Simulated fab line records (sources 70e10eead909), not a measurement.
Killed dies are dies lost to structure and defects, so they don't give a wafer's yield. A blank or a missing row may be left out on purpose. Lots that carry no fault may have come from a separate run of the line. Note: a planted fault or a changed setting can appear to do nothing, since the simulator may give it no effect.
Chamber matching / flow nandHarc / NHARC_A_CONTACT_ETCH_98 on rieDiel-01 has 4 sister chambers
The step etches the open film in C4F6/O2, target depth 20 nm, time 10 s. 7 wafers are shown with their chamber, then 7 later ones without.

EACH WAFER AND ITS CHAMBER
wafer=L580.1; chamber=1; drypumpMotorCurrentA (A)=5.3; showerheadPlenumPTorr (Torr)=3.98
wafer=L578.6; chamber=0; drypumpMotorCurrentA (A)=6.5; showerheadPlenumPTorr (Torr)=3.90
wafer=L583.2; chamber=0; drypumpMotorCurrentA (A)=6.5; showerheadPlenumPTorr (Torr)=3.90
wafer=L583.4; chamber=2; drypumpMotorCurrentA (A)=5.8; showerheadPlenumPTorr (Torr)=4.06
wafer=L585.1; chamber=2; drypumpMotorCurrentA (A)=5.9; showerheadPlenumPTorr (Torr)=4.05
wafer=L585.3; chamber=3; drypumpMotorCurrentA (A)=5.5; showerheadPlenumPTorr (Torr)=3.73
wafer=L585.5; chamber=3; drypumpMotorCurrentA (A)=5.5; showerheadPlenumPTorr (Torr)=3.73

WAFERS MISSING THEIR CHAMBER
wafer=L586.2; drypumpMotorCurrentA (A)=5.9; showerheadPlenumPTorr (Torr)=4.05
wafer=L586.3; drypumpMotorCurrentA (A)=6.5; showerheadPlenumPTorr (Torr)=3.90
wafer=L586.6; drypumpMotorCurrentA (A)=6.5; showerheadPlenumPTorr (Torr)=3.89
wafer=L590.2; drypumpMotorCurrentA (A)=5.5; showerheadPlenumPTorr (Torr)=3.73
wafer=L590.3; drypumpMotorCurrentA (A)=5.9; showerheadPlenumPTorr (Torr)=4.05
wafer=L592.3; drypumpMotorCurrentA (A)=5.3; showerheadPlenumPTorr (Torr)=3.97
wafer=L592.4; drypumpMotorCurrentA (A)=5.5; showerheadPlenumPTorr (Torr)=3.72

THE CHAMBER EACH PASSED THROUGH
wafer=L586.2; from the rows above=2; in truth=2
wafer=L586.3; from the rows above=0; in truth=0
wafer=L586.6; from the rows above=0; in truth=0
wafer=L590.2; from the rows above=3; in truth=3
wafer=L590.3; from the rows above=2; in truth=2
wafer=L592.3; from the rows above=1; in truth=1
wafer=L592.4; from the rows above=3; in truth=3
Placed correctly: 7 of 7. Can't be placed from these rows: 0. 0 placed wrongly.
How it was worked out, from the rows above alone: a wafer's distance from a chamber is the root of the sum, over the readings, of the square of ((its reading less the chamber's mean) divided by the reading's scatter). If the next closest chamber is less than 2 further off than the closest, the wafer can't be placed; otherwise it belongs to the closest. For every chamber, the mean is computed from those of its wafers that are shown. The scatter is the square root of a quotient: the sum, over the shown wafers, of each reading's squared deviation from its chamber's mean, divided by wafers minus chambers.
